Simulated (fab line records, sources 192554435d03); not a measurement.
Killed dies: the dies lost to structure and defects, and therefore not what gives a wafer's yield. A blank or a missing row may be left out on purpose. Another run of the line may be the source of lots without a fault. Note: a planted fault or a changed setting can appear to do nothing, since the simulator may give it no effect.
Matching of chambers ; flow n5-finfet ; N5_MOL_CONTACT_COAG_ETCH_47 on rie-diel-02 has 4 sister chambers
The step etches SiNx in CH3F/O2, stops on W, target depth 27 nm. 4 wafers are shown with their chamber, then 8 later ones without.

## EACH WAFER AND ITS CHAMBER
wafer;chamber;rf-vpp-V (V)
L083.4;3;298
L087.1;0;307
L087.2;1;300
L088.2;2;304

## WAFERS WHOSE CHAMBER IS MISSING
wafer;rf-vpp-V (V)
L088.3;301
L088.5;304
L091.1;301
L091.2;305
L091.3;304
L094.3;298
L094.4;299
L094.5;302

## WHICH CHAMBER EACH ONE RAN IN
wafer;from the rows above;in truth
L088.3;1;1
L088.5;2;2
L091.1;1;1
L091.2;can't be placed: 2 or 0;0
L091.3;2;2
L094.3;3;3
L094.4;can't be placed: 1 or 3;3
L094.5;can't be placed: 1 or 2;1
Correctly placed: 5 of 8. Not placeable from these rows: 3 (in 3, the candidates include the true chamber). Placed wrongly: 0.
How it was worked out, from the rows above alone: a wafer's distance from a chamber is the root of the sum, over the readings, of the square of ((its reading less the chamber's mean) divided by the reading's scatter). If the next closest chamber is less than 2 further off than the closest, the wafer can't be placed; otherwise it belongs to the closest. Each chamber's mean is taken over the wafers shown for it. The scatter: with one shown wafer a chamber, the root of the mean of the squares of how far each hidden wafer lies from its nearest shown one.
